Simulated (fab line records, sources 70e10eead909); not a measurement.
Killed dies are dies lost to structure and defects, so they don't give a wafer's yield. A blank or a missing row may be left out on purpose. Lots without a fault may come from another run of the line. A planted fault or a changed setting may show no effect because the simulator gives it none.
Chamber matching | flow nand_harc | NHARC_P_M2_CMP_23 on cmp-02: 4 sister chambers
The step polishes, t overpolish 20 s, target thk 144.3 nm. 4 wafers are shown with their chamber, then 8 later ones without.

WAFERS WITH THEIR CHAMBER
wafer  | chamber | motor_current_A (A)
L085.2 | 2       | 13.9
L085.3 | 0       | 12.5
L085.4 | 1       | 11.1
L088.3 | 3       | 11.2

WAFERS WITHOUT THEIR CHAMBER
wafer  | motor_current_A (A)
L088.4 | 12.6
L088.6 | 14.0
L090.2 | 10.6
L090.3 | 12.0
L090.5 | 11.5
L091.3 | 11.5
L091.4 | 12.3
L091.6 | 11.5

WHICH CHAMBER EACH WENT THROUGH
wafer  | from the rows above          | in truth
L088.4 | 0                            | 0
L088.6 | 2                            | 2
L090.2 | can't be placed: 1 or 3      | 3
L090.3 | can't be placed: 0 or 3 or 1 | 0
L090.5 | can't be placed: 3 or 1      | 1
L091.3 | can't be placed: 3 or 1      | 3
L091.4 | 0                            | 0
L091.6 | can't be placed: 3 or 1      | 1
Placed correctly: 3 of 8. Can't be placed from these rows: 5 (the true chamber is among the candidates in 5). Placed wrongly: 0.
How it was worked out, from the rows above alone: a wafer's distance from a chamber is the root of the sum, over the readings, of the square of ((its reading less the chamber's mean) divided by the reading's scatter). The wafer belongs to the nearest chamber; if the next one is less than 2 further off, it can't be placed. A chamber's mean is the mean of its shown wafers. The scatter: with one shown wafer a chamber, the root of the mean of the squares of how far each hidden wafer lies from its nearest shown one.
